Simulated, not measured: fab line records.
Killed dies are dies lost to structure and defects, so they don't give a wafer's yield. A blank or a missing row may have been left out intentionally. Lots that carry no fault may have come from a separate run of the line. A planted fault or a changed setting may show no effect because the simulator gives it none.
Comparing a struck lot with a sound one	flow nand harc	24 steps out of a route of 1302
Sound: the wafers L820.1, L820.2, L820.3. The struck wafers were L835.2, L835.4. The cause comes at the end.
Order at every step that has rows: each side's tool, ch and its chambers, its first start. Under that, the readings that differ: sound wafers	struck wafers	difference of the means	sigmas: that difference in standard deviations of wafers without a fault.
alike: readings with means less than 2 such deviations apart, plus words and numbers identical on both sides. not compared: withheld readings, readings lacking a value on some wafer, bounds such as >300 that could conceal the same value, and numbers that have no deviation in the record and whose values overlap.
The two part at a step that has a row with sigmas, a row that says differs or no value, or rows on one side only. Numbers that don't overlap but have no deviation are shown without sigmas and don't part them. Lack of a reading on every wafer of one side parts them only where that side has two or more wafers.

NHARC_A_M0_INSPECT_27:
  sound on defect inspect-01 at day 22 17:50; struck on defect inspect-02 at day 29 07:01
  alike: raw defect count
NHARC_A_M0_PRE_CLEAN_31: time 12 s.
  sound on pecvd-01 ch 0,1,2, day 22 17:55; struck on pecvd-03 ch 1,2, day 29 07:05
  alike: heater power w, rf fwd power W
NHARC_A_M0_DEP_32: deposits SiCN, target thk 30 nm.
  sound on pecvd-01 ch 0,1,2, day 22 17:59; struck on pecvd-03 ch 1,2, day 29 07:10
  alike: heater power w, rf fwd power W
then, 8 steps without rows for these wafers: NHARC_A_M1_DEP_00 (deposits SiOC, target thk 182.5 nm); NHARC_A_M1_DEHYDRATE_01 (time 120 s); NHARC_A_M1_HMDS_02 (time 30 s); NHARC_A_M1_COAT_34 (time 65 s); NHARC_A_M1_COAT_03 (resist thk 90 nm); NHARC_A_M1_SOFTBAKE_04 (time 55 s); NHARC_A_M1_EBR_05; NHARC_A_M1_EXPOSE_06 (exposes mask A M1, target cd 120 nm).
NHARC_A_M1_PEB_07: peb time 65 s.
  sound on litho track-01 ch 0, day 22 19:10; struck on litho track-06 ch 0, day 29 08:29
then, 1 step without rows for these wafers: NHARC_A_M1_DEVELOP_08 (develop time 35 s).
NHARC_A_M1_CD_MEAS_09: target cd 120 nm.
  sound on cd sem-01 ch 0, day 22 19:14; struck on cd sem-03 ch 0, day 29 08:34
reading	sound	struck	difference	sigmas
cd nm (nm)	120.1 120.8 121.0	123.9 122.7	+2.7	+4
NHARC_A_M1_OVL_MEAS_10: pitch 240 nm.
  sound on overlay-02 at day 22 19:19; struck on overlay-01 at day 29 08:39
  alike: overlay x nm, overlay y nm
NHARC_A_M1_INSPECT_11:
  sound on defect inspect-02 at day 22 19:22; struck on defect inspect-02 at day 29 08:41
  alike: raw defect count
NHARC_A_M1_DESCUM_14: chemistry O2, time 3 s.
  sound on rie diel-07 ch 0,2,3, day 22 19:25; struck on rie diel-04 ch 2,3, day 29 08:46
reading	sound	struck	difference	sigmas
drypump motor current A (A)	6.2 6.5 5.4	4.7 4.7	-1.3	-2
rf hours counter h (h)	1.5 1.7 1.7	6.7 5.9	+4.7	
model.A_M1.cd nm (nm)	119.9 120.8 120.6	123.8 122.9	+2.9	
  alike: oes product au, rf vpp V, showerhead plenum p Torr, throttle valve pct
NHARC_A_M1_ETCH_35: etches the open film in N2/H2, target depth 40 nm, overetch 12 nm, time 43.94 s.
  sound on rie diel-07 ch 1,2,3, day 22 19:31; struck on rie diel-04 ch 2,3, day 29 08:50
reading	sound	struck	difference	sigmas
rf fwd power W (W)	398.3 393.1 396.2	391.2 392.1	-4.2	-2
rf hours counter h (h)	1.5 2.0 1.7	5.9 6.7	+4.6	
  alike: drypump motor current A, oes product au, rf vpp V, showerhead plenum p Torr, throttle valve pct
NHARC_A_M1_ETCH_15: etches the open film in C4F8/Ar, target depth 182.5 nm, time 91.2 s.
  sound: rie diel-07 ch 0,1,2; struck: rie diel-04 ch 0,1
reading	sound	struck	difference	sigmas
oes product au (a.u.)	0.980 0.976 0.992	0.914 0.919	-0.066	-3
rf hours counter h (h)	2.0 1.7 1.8	6.0 6.3	+4.3	
  alike: rf fwd power W, rf vpp V
NHARC_A_M1_CD_MEAS_16:
  sound on cd sem-02 at day 22 19:44; struck on cd sem-03 at day 29 09:03
reading	sound	struck	difference	sigmas
cd nm (nm)	120.1 120.9 120.7	122.5 122.8	+2.1	+3
NHARC_A_M1_STRIP_18: strips in N2/H2.
  sound on rie diel-02 ch 0,1,2, day 22 19:48; struck on rie diel-02 ch 3, day 29 09:10
reading	sound	struck	difference	sigmas
oes product au (a.u.)	1.005 1.011 1.009	0.987 0.981	-0.024	-2
  alike: drypump motor current A, rf fwd power W, rf vpp V, showerhead plenum p Torr, throttle valve pct
  not compared: rf hours counter h
NHARC_A_M1_ETCH_28: etches the open film in CF4/N2, target depth 30 nm, time 72.99 s.
  sound: rie diel-02 ch 0,1,3; struck: rie diel-02 ch 0,1
reading	sound	struck	difference	sigmas
model.A_M1.cd nm (nm)	120.2 120.8 121.1	122.6 122.5	+1.8	
  alike: drypump motor current A, oes product au, rf fwd power W, rf vpp V, showerhead plenum p Torr, throttle valve pct
  not compared: rf hours counter h
then, 1 step without rows for these wafers: NHARC_A_M1_STRIP_19 (strips in post etch residue remover, time 600 s).
NHARC_END_SORT_01:
  the record has rows for the sound wafers here (prober-02 ch 0, day 24 04:01) and none for the struck ones

## WHERE THEY PART
Earliest at NHARC_A_M1_CD_MEAS_09; latest, in this record, at NHARC_END_SORT_01.

WHY: whatever the simulator had introduced
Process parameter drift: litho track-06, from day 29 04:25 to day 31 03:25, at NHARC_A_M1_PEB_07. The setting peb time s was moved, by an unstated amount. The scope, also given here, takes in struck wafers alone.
